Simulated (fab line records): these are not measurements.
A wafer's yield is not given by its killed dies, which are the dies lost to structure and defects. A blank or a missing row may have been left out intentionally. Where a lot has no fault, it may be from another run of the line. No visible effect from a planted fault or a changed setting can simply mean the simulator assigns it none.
Chamber matching    flow n5_finfet    N5_BEOL_M2_DEP_57 on pecvd-04 has 3 sister chambers
The step deposits SiCN from 3MS/NH3, target thk 8 nm, time 14 s. 18 wafers are shown with their chamber, then 9 later ones without.

## EACH WAFER AND ITS CHAMBER
wafer   chamber  showerhead_plenum_p_Torr (Torr)  throttle_valve_pct (%)
L075.1  0        3.651                            8.95
L075.3  2        3.644                            9.45
L075.5  2        3.648                            9.31
L080.4  2        3.643                            9.50
L080.5  0        3.673                            9.00
L080.6  1        3.662                            9.09
L081.3  1        3.661                            9.11
L081.5  1        3.662                            8.93
L081.6  0        3.657                            8.89
L085.1  0        3.657                            9.00
L085.2  1        3.660                            9.03
L085.3  0        3.658                            8.89
L086.1  0        3.658                            9.06
L086.2  1        3.669                            9.07
L086.3  2        3.640                            8.79
L086.4  1        3.666                            9.22
L086.5  0        3.657                            8.71
L086.6  2        3.639                            8.98

SIGNATURES, as means of the wafers listed above
reading                   chamber 0  chamber 1  chamber 2  scatter within a chamber
showerhead_plenum_p_Torr  3.65871    3.66333    3.64280    0.00506
throttle_valve_pct        8.9286     9.0750     9.2060     0.184
Rule: a wafer lies at a distance from a chamber equal to the root of the sum of squares, over the readings, of (its reading less the chamber's mean, divided by the reading's scatter). The wafer belongs to the nearest chamber; if the next one is less than 2 further off, it can't be placed. The scatter is the square root of a quotient: the sum, over the shown wafers, of each reading's squared deviation from its chamber's mean, divided by wafers minus chambers.

## WAFERS WITHOUT THEIR CHAMBER
wafer   showerhead_plenum_p_Torr (Torr)  throttle_valve_pct (%)
L096.3  3.637                            9.05
L096.5  3.638                            8.71
L096.6  3.674                            9.24
L097.1  3.678                            8.93
L097.2  3.662                            9.31
L097.3  3.643                            8.84
L097.4  3.670                            9.00
L097.5  3.663                            8.99
L097.6  3.645                            8.64

## CHAMBER TAKEN BY EACH
wafer   from the rows above           in truth
L096.3  2                             2
L096.5  can't be placed: 2 or 0       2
L096.6  can't be placed: 1 or 0       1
L097.1  can't be placed: 1 or 0       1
L097.2  can't be placed: 1 or 0       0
L097.3  can't be placed: 2 or 0       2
L097.4  can't be placed: 1 or 0       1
L097.5  can't be placed: 1 or 0       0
L097.6  can't be placed: 2 or 0 or 1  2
1 of 9 placed correctly. From these rows, 8 cannot be placed; in 8 the true chamber is one of the candidates. 0 placed wrongly.
